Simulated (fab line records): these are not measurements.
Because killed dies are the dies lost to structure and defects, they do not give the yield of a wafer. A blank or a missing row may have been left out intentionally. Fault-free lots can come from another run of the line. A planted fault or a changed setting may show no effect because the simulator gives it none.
A lot that was struck, set against a sound lot || flow n5_finfet || 41 steps out of a route of 1938
Sound: the wafers L987.2, L987.3, L987.5. Wafers struck: L998.2, L998.4, L998.6. At the end, the cause is stated.
For every step that has rows: the tool of each side, followed by ch and its chambers, followed by its first start. Under that, the readings that differ: sound wafers || struck wafers || difference of the means || sigmas: that difference in standard deviations of wafers without a fault.
alike: readings with means less than 2 such deviations apart, plus words and numbers identical on both sides. not compared: withheld readings, readings lacking a value on some wafer, bounds such as >300 that could conceal the same value, and numbers that have no deviation in the record and whose values overlap.
A row with sigmas, a row that says differs or no value, or rows on one side alone: a step with any of these is where the two part. Numbers that don't overlap but have no deviation are shown without sigmas and don't part them. A reading that every wafer of one side lacks parts them only if that side has two wafers or more.

first, 3 steps without rows for these wafers: N5_BEOL_M4_SURFACE_TREAT_85; N5_BEOL_M4_CVD_47 (deposits Co from CCTBA/H2, target thk 3 nm, time 223.8 s); N5_BEOL_M4_SPUTTER_48 (material Cu, target thk 4.5 nm, time 8.29 s).
N5_BEOL_M4_ANNEAL_49: time 240 s.
  sound: pvd_sputter-01 at day 8 04:37; struck: pvd_sputter-03 at day 11 08:08
  alike: heater_power_w, susceptor_temp_C_max
then, 3 steps without rows for these wafers: N5_BEOL_M4_SPUTTER_79 (material Cu, target thk 4.5 nm, time 8.29 s); N5_BEOL_M4_ANNEAL_80 (time 240 s); N5_BEOL_M4_SPUTTER_81 (material Cu, target thk 4.5 nm, time 8.29 s).
N5_BEOL_M4_ANNEAL_82: time 240 s.
  sound: pvd_sputter-01 at day 8 05:03; struck: pvd_sputter-03 at day 11 08:35
  alike: heater_power_w, susceptor_temp_C_max
then, 2 steps without rows for these wafers: N5_BEOL_M4_SPUTTER_86 (material Cu, target thk 4.5 nm, time 8.29 s); N5_BEOL_M4_ANNEAL_87 (time 240 s).
N5_BEOL_M4_SPUTTER_88: material Cu, target thk 4.5 nm, time 8.29 s.
  sound: pvd_sputter-01 at day 8 05:25; struck: pvd_sputter-03 at day 11 08:56
  alike: throttle_valve_pct
then, 1 step without rows for these wafers: N5_BEOL_M4_ANNEAL_89 (time 240 s).
N5_BEOL_M4_SPUTTER_90: material Cu, target thk 4.5 nm, time 8.29 s.
  sound: pvd_sputter-01 at day 8 05:38; struck: pvd_sputter-03 at day 11 09:10
  alike: throttle_valve_pct
then, 2 steps without rows for these wafers: N5_BEOL_M4_ANNEAL_91 (time 240 s); N5_BEOL_M4_SPUTTER_92 (material Cu, target thk 4.5 nm, time 8.29 s).
N5_BEOL_M4_ANNEAL_93: time 240 s.
  sound: pvd_sputter-01 at day 8 05:56; struck: pvd_sputter-03 at day 11 09:28
  alike: heater_power_w, susceptor_temp_C_max
then, 10 steps without rows for these wafers: N5_BEOL_M4_SPUTTER_94 (material Cu, target thk 4.5 nm, time 8.29 s); N5_BEOL_M4_ANNEAL_95 (time 240 s); N5_BEOL_M4_SPUTTER_96 (material Cu, target thk 4.5 nm, time 8.29 s); N5_BEOL_M4_ECD_50 (material Cu, target thk 300 nm); N5_BEOL_M4_ANNEAL_51 (time 90 s); N5_BEOL_M4_CMP_52 (polishes, stops on SiOC, t overpolish 6.8 s, target thk 40 nm); N5_BEOL_M4_PRE_CLEAN_60 (time 15 s); N5_BEOL_M4_CO_CAP_55 (material Co, precursor CCTBA/H2, target thk 2 nm, time 102.1 s); N5_BEOL_M4_PRE_CLEAN_56 (time 15 s); N5_BEOL_M4_DEP_57 (deposits SiCN from 3MS/NH3, target thk 8 nm, time 14 s).
N5_BEOL_M4_RS_MEAS_58: the measuring method here is four-point-probe.
  sound: film_metro-02 at day 8 07:20; struck: film_metro-01 at day 11 10:56
  alike: M4_RS
N5_BEOL_M4_RC_MEAS_101:
  sound on prober-01 ch 0, day 8 07:33; struck on prober-02 ch 0, day 11 11:08
{"reading": "SS_N (mV/dec)", "sound": "71.0 70.8 70.8", "struck": "71.4 73.9 71.7", "difference": "+1.5", "sigmas": "+2"}
  alike: DIBL_N, DIBL_P, IOFF_N, IOFF_P, ION_N, ION_P, SS_P, VT_N, VT_P
N5_BEOL_M5_ILD_DEP_00: deposits SiCOH lowk from DEMS/porogen, target thk 140.64 nm, time 25.9 s.
  sound on pecvd-02 ch 0,1, day 8 08:22; struck on pecvd-02 ch 0,1,2, day 11 11:57
  alike: chamber_pressure_Torr, heater_power_w, showerhead_plenum_p_Torr, throttle_valve_pct
  not compared: since_wet_clean_h
then, 1 step without rows for these wafers: N5_BEOL_M5_CURE_79 (cures SiCOH lowk, time 240 s).
N5_BEOL_M5_THK_MEAS_01:
  sound: film_metro-02 at day 8 08:56; struck: film_metro-01 at day 11 12:53
  alike: M5_ILD_THK
then, 9 steps without rows for these wafers: N5_BEOL_M5_PECVD_70 (deposits SiO2 from TEOS/O2, target thk 16 nm, time 18 s); N5_BEOL_M5_HM_DEP_02 (deposits TiN, target thk 20 nm); N5_BEOL_M5_COAT_59 (time 60 s, resist thk 60 nm); N5_BEOL_M5_COAT_60 (time 60 s, resist thk 12 nm); N5_BEOL_M5_COAT_71 (time 60 s, resist thk 5 nm); N5_BEOL_M5_COAT_05 (resist thk 30 nm); N5_BEOL_M5_EBR_07; N5_BEOL_M5_SOFTBAKE_06 (time 60 s); N5_BEOL_M5_EXPOSE_08 (exposes mask M5, target cd 28 nm).
-- record jumps: 4 days separate the struck wafers' starts on either side; left off in module BEOL_M5, taken up again in module PASSIVATION, whose first shown step is the route's number 1936 --
N5_PASSIVATION_PROBE_49:
  sound: prober-02 at day 12 08:44; struck: prober-01 at day 15 19:34
{"reading": "defect_limited_yield (%)", "sound": "92.5 93.1 91.1", "struck": "82.3 80.8 81.7", "difference": -10.6, "sigmas": -7}
{"reading": "killed_at_M4_up", "sound": "10 5 4", "struck": "129 140 127", "difference": "+126", "sigmas": "+24"}
{"reading": "killed_dies", "sound": "89 81 105", "struck": "209 227 216", "difference": "+126", "sigmas": "+7"}
{"reading": "sort_bin_5_function (%)", "sound": "4.2 3.4 5.2", "struck": "11.1 12.4 11.4", "difference": "+7.4", "sigmas": "+8"}
{"reading": "sort_n_pass", "sound": "1091 1099 1075", "struck": "971 953 964", "difference": -126, "sigmas": -7}
{"reading": "sort_yield_pct (%)", "sound": "92.5 93.1 91.1", "struck": "82.3 80.8 81.7", "difference": -10.6, "sigmas": -7}
  alike: killed_at_M0_to_M3, killed_at_contacts, killed_at_front_end, killed_at_other, killed_open, killed_short, sort_bin_6_memory

WHERE THEY PART
At N5_BEOL_M4_RC_MEAS_101 first; at N5_PASSIVATION_PROBE_49 last (within this record only).

WHY: whatever the simulator had introduced
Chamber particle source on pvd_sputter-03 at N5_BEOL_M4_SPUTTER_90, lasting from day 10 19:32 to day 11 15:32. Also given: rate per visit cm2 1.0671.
